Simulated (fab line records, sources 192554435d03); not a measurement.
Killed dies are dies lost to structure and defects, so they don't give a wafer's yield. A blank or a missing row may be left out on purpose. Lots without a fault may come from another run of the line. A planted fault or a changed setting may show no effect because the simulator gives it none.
A struck lot beside a sound one | flow n5_finfet | 38 steps out of a route of 1938
Sound: wafers L803.1, L803.3, L803.6. Struck: wafer L805.6. (L805.4 of the same lot was not struck and is left out.) The cause comes at the end.
At each step with rows: each side's tool, then ch and its chambers, then its first start. Under that, the readings that differ: sound wafers | struck wafers | difference of the means | sigmas: that difference in standard deviations of wafers without a fault.
alike: readings whose means differ by less than 2 such deviations, and words and numbers that are the same on both sides. not compared: withheld readings, readings that some wafer has no value for, bounds like >300 that may hide the same value, and numbers for which the record gives no deviation and whose values overlap.
The two part at a step that has a row with sigmas, a row that says differs or no value, or rows on one side only. Numbers that don't overlap but have no deviation are shown without sigmas and don't part them. A reading that every wafer of one side lacks parts them only if that side has two wafers or more.

first, 9 steps without rows for these wafers: N5_BEOL_M1_ANNEAL_95 (time 240 s); N5_BEOL_M1_SPUTTER_96 (material Cu, target thk 4.5 nm, time 8.29 s); N5_BEOL_M1_ECD_50 (material Cu, target thk 300 nm); N5_BEOL_M1_ANNEAL_51 (time 90 s); N5_BEOL_M1_CMP_52 (polishes, stops on SiOC, t overpolish 6.8 s, target thk 40 nm); N5_BEOL_M1_PRE_CLEAN_60 (time 15 s); N5_BEOL_M1_CO_CAP_55 (material Co, precursor CCTBA/H2, target thk 2 nm, time 102.1 s); N5_BEOL_M1_PRE_CLEAN_56 (time 15 s); N5_BEOL_M1_DEP_57 (deposits SiCN from 3MS/NH3, target thk 8 nm, time 14 s).
N5_BEOL_M2_ILD_DEP_00: deposits SiOC from DEMS/O2, target thk 79 nm, time 15.3 s.
  sound on pecvd-02 ch 0,1, day 9 18:57; struck on pecvd-04 ch 1, day 9 23:18
  reading                                      | sound          | struck | difference | sigmas
  model.SiOC_of_BEOL_M2_ILD_DEP_00.thk_nm (nm) | 79.2 78.2 79.8 | 108.4  | +29.3      |
  alike: heater_power_w, showerhead_plenum_p_Torr, throttle_valve_pct
N5_BEOL_M2_THK_MEAS_01:
  sound on film_metro-01, day 9 19:01; struck on film_metro-01, day 9 23:22
  reading         | sound          | struck | difference | sigmas
  M2_ILD_THK (nm) | 79.1 78.2 79.7 | 108.4  | +29.4      | +30
then, 24 steps without rows for these wafers: N5_BEOL_M2_PECVD_72 (deposits SiO2 from TEOS/O2, target thk 16 nm, time 18 s); N5_BEOL_M2_HM_DEP_02 (deposits TiN, target thk 20 nm); N5_BEOL_M2_COAT_61 (time 60 s, resist thk 60 nm); N5_BEOL_M2_COAT_62 (time 60 s, resist thk 12 nm); N5_BEOL_M2_COAT_73 (time 60 s, resist thk 5 nm); N5_BEOL_M2_COAT_05 (resist thk 30 nm); N5_BEOL_M2_EBR_07; N5_BEOL_M2_SOFTBAKE_06 (time 60 s); N5_BEOL_M2_EXPOSE_08 (exposes mask M2); N5_BEOL_M2_PEB_09 (peb time 60 s); N5_BEOL_M2_DEVELOP_10 (develop time 30 s); N5_BEOL_M2_DESCUM_16 (chemistry O2, time 7 s); N5_BEOL_M2_ETCH_74 (etches underlayer in N2/H2, target depth 6.5 nm, time 5.2 s); N5_BEOL_M2_ETCH_63 (etches SiARC in CF4, target depth 15.6 nm, time 26 s); N5_BEOL_M2_ETCH_64 (etches SOC in N2/H2, target depth 75 nm, overetch 22.5 nm, time 121.9 s); N5_BEOL_M2_STRIP_65 (strips in N2/H2); N5_BEOL_M2_STRIP_75 (strips in N2/H2); N5_BEOL_M2_STRIP_66 (strips in CF4); N5_BEOL_M2_HM_OPEN_17 (chemistry Cl2/BCl3, target TiN, target depth 20 nm, overetch 6 nm); N5_BEOL_M2_STRIP_19 (strips in O2); N5_BEOL_M2_COAT_67 (time 60 s, resist thk 60 nm); N5_BEOL_M2_COAT_68 (time 60 s, resist thk 12 nm); N5_BEOL_M2_COAT_76 (time 60 s, resist thk 5 nm); N5_BEOL_M2_COAT_22 (resist thk 30 nm).
N5_BEOL_M2_CMP_52: polishes, stops on SiOC, t overpolish 6.8 s, target thk 40 nm.
  sound on cmp-01 ch 1,2,3, day 10 20:21; struck on cmp-01 ch 1, day 10 23:17
  reading                                      | sound          | struck | difference | sigmas
  model.SiOC_of_BEOL_M2_ILD_DEP_00.thk_nm (nm) | 76.2 75.2 76.8 | 105.4  | +29.3      |
  alike: motor_current_A
  not compared: pad_life_wafers
N5_BEOL_M4_RC_MEAS_101:
  the record has rows for the sound wafers here (prober-02 ch 0, day 12 10:53) and none for the struck ones
-- the record jumps here: 7 days lie between the struck wafers' starts before and after (it left off in module BEOL_M4 and takes up again in module PASSIVATION, whose first step shown is number 1936 of the route) --
N5_PASSIVATION_PROBE_49:
  the record has rows for the struck wafers here (prober-02, day 17 23:23) and none for the sound ones

WHERE THEY PART
First at N5_BEOL_M2_THK_MEAS_01; last, within this record, at N5_PASSIVATION_PROBE_49.

WHY: what the simulator had put in
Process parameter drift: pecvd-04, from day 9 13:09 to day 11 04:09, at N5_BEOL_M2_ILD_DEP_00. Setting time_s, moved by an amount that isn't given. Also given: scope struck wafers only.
